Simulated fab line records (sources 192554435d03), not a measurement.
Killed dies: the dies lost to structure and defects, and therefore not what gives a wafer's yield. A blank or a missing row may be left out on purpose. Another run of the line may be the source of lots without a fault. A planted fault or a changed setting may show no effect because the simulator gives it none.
A lot that was struck, set against a sound lot + flow n5 finfet + 37 steps out of a route of 1938
Sound: these wafers, L437.1, L437.2, L437.3. Struck: wafer L431.4; the same lot's L431.1 was not struck, so it is left out; see the end for the cause.
Each step with rows lists, per side, the tool, then ch with its chambers, then its first start. Under that, the readings that differ: sound wafers + struck wafers + difference of the means + sigmas: that difference in standard deviations of wafers without a fault.
alike: a reading whose means differ by less than 2 such deviations, as well as words and numbers matching on both sides. not compared: withheld readings; readings where some wafer has no value; bounds like >300 that might hide an equal value; numbers whose values overlap and for which the record gives no deviation.
A row with sigmas, a row that says differs or no value, or rows on one side alone: a step with any of these is where the two part. When numbers do not overlap yet have no deviation, they are printed without sigmas and do not part them. A reading that every wafer of one side lacks parts them only if that side has two wafers or more.

first, 11 steps without rows for these wafers: N5_BEOL_M0_SPUTTER_132 (material Cu, target thk 4 nm, time 7.37 s); N5_BEOL_M0_ANNEAL_133 (time 60 s); N5_BEOL_M0_SPUTTER_134 (material Cu, target thk 4 nm, time 7.37 s); N5_BEOL_M0_ANNEAL_135 (time 60 s); N5_BEOL_M0_SPUTTER_141 (material Cu, target thk 4 nm, time 7.37 s); N5_BEOL_M0_ECD_118 (material Cu, target thk 300 nm); N5_BEOL_M0_ANNEAL_119 (time 90 s); N5_BEOL_M0_CMP_120 (polishes, stops on SiOC, t overpolish 6.9 s); N5_BEOL_M0_PRE_CLEAN_131 (time 15 s); N5_BEOL_M0_CO_CAP_123 (material Co, precursor CCTBA/H2, target thk 2 nm, time 102.1 s); N5_BEOL_M0_PRE_CLEAN_124 (time 15 s).
N5_BEOL_M0_DEP_125: deposits SiCN from 3MS/NH3, target thk 8 nm, time 14 s.
  sound on pecvd-03 ch 0,1,2, day 11 17:47; struck on pecvd-01 ch 0, day 11 15:26
| reading                                   | sound       | struck | difference | sigmas |
|-------------------------------------------|-------------|--------|------------|--------|
| throttle valve pct (%)                    | 9.1 8.4 8.1 | 9.8    | +1.3       | +2     |
| model.SiCN_of_BEOL_M0_DEP_125.thk nm (nm) | 8 8 7.8     | 11.2   | +3.3       |        |
  alike: showerhead plenum p Torr
then, 22 steps without rows for these wafers: N5_BEOL_M1_ILD_DEP_00 (deposits SiOC from DEMS/O2, target thk 79 nm, time 15.3 s); N5_BEOL_M1_PECVD_72 (deposits SiO2 from TEOS/O2, target thk 16 nm, time 18 s); N5_BEOL_M1_HM_DEP_02 (deposits TiN, target thk 20 nm); N5_BEOL_M1_COAT_61 (time 60 s, resist thk 60 nm); N5_BEOL_M1_COAT_62 (time 60 s, resist thk 12 nm); N5_BEOL_M1_COAT_73 (time 60 s, resist thk 5 nm); N5_BEOL_M1_COAT_05 (resist thk 30 nm); N5_BEOL_M1_EBR_07; N5_BEOL_M1_SOFTBAKE_06 (time 60 s); N5_BEOL_M1_EXPOSE_08 (exposes mask M1); N5_BEOL_M1_PEB_09 (peb time 60 s); N5_BEOL_M1_DEVELOP_10 (develop time 30 s); N5_BEOL_M1_DESCUM_16 (chemistry O2, time 7 s); N5_BEOL_M1_ETCH_74 (etches underlayer in N2/H2, target depth 6.5 nm, time 5.2 s); N5_BEOL_M1_ETCH_63 (etches SiARC in CF4, target depth 15.6 nm, time 26 s); N5_BEOL_M1_ETCH_64 (etches SOC in N2/H2, target depth 75 nm, overetch 15 nm, time 112.5 s); N5_BEOL_M1_STRIP_65 (strips in N2/H2); N5_BEOL_M1_STRIP_75 (strips in N2/H2); N5_BEOL_M1_STRIP_66 (strips in CF4); N5_BEOL_M1_HM_OPEN_17 (chemistry Cl2/BCl3, target TiN, target depth 20 nm, overetch 6 nm); N5_BEOL_M1_STRIP_19 (strips in O2); N5_BEOL_M1_COAT_67 (time 60 s, resist thk 60 nm).
N5_BEOL_M1_CMP_52: polishes, stops on SiOC, t overpolish 6.8 s, target thk 40 nm.
  sound on cmp-04 ch 0,1,2, day 12 05:49; struck on cmp-02 ch 2, day 11 22:55
| reading                                | sound          | struck | difference | sigmas |
|----------------------------------------|----------------|--------|------------|--------|
| motor current A (A)                    | 6.3 6.8 6.5    | 5.5    | -1.0       | -2     |
| time to endpoint s (s)                 | 64 69 70       | 60     | -8         | -3     |
| model.Cu_of_BEOL_M1_ECD_50.thk nm (nm) | 38.6 40.4 40.6 | 44.2   | +4.3       |        |
  alike: barrier field endpoint s, clearing platen down force psi, head pressure psi, overpolish run s, pad life wafers
-- record jumps: 2 days separate the struck wafers' starts on either side; left off in module BEOL_M1, taken up again in module BEOL_M4, whose first shown step is the route's number 1111 --
N5_BEOL_M4_RC_MEAS_101:
  sound on prober-02 ch 0, day 14 20:02; struck on prober-01 ch 0, day 14 09:32
| reading        | sound                | struck | difference | sigmas |
|----------------|----------------------|--------|------------|--------|
| DIBL_N (mV/V)  | 35.3 37.0 36.2       | 32.1   | -4.1       | -2     |
| DIBL_P (mV/V)  | 37.3 38.8 38.5       | 33.2   | -5.0       | -2     |
| IOFF_N (nA/um) | 0.16 0.19 0.17       | 0.09   | -0.08      | -3     |
| IOFF_P (nA/um) | 0.22 0.24 0.26       | 0.14   | -0.10      | -3     |
| ION_N (uA/um)  | 697 684 688          | 647    | -43        | -4     |
| ION_P (uA/um)  | 477 466 474          | 451    | -21        | -3     |
| SS_P (mV/dec)  | 73.4 73.7 74.0       | 70.9   | -2.8       | -4     |
| VT_N (mV)      | 247 247 247          | 260    | +13        | +4     |
| VT_P (mV)      | -247.2 -247.8 -246.5 | -257.1 | -9.9       | -3     |
  alike: SS_N
-- a jump in the record: the struck wafers' starts before and after are 5 days apart (it breaks off in module BEOL_M4 and resumes in module PASSIVATION, where the first step shown is number 1936 of the route) --
N5_PASSIVATION_PROBE_49:
  sound on prober-01 at day 20 02:19; struck on prober-01 at day 19 16:59
  alike: defect limited yield, killed_at_M0_to_M3, killed_at_M4_up, killed at contacts, killed at front end, killed at other, killed dies, killed on rim, killed open, killed short, sort_bin_5_function, sort_bin_6_memory, sort n pass, sort yield pct

WHERE THEY PART
First at N5_BEOL_M0_DEP_125; last, within this record, at N5_BEOL_M4_RC_MEAS_101. Later steps at which nothing parts them and some readings are alike: N5_PASSIVATION_PROBE_49.

WHY: what had been put in by the simulator
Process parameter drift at N5_BEOL_M0_DEP_125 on pecvd-01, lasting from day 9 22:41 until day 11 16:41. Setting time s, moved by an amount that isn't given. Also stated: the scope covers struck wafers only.
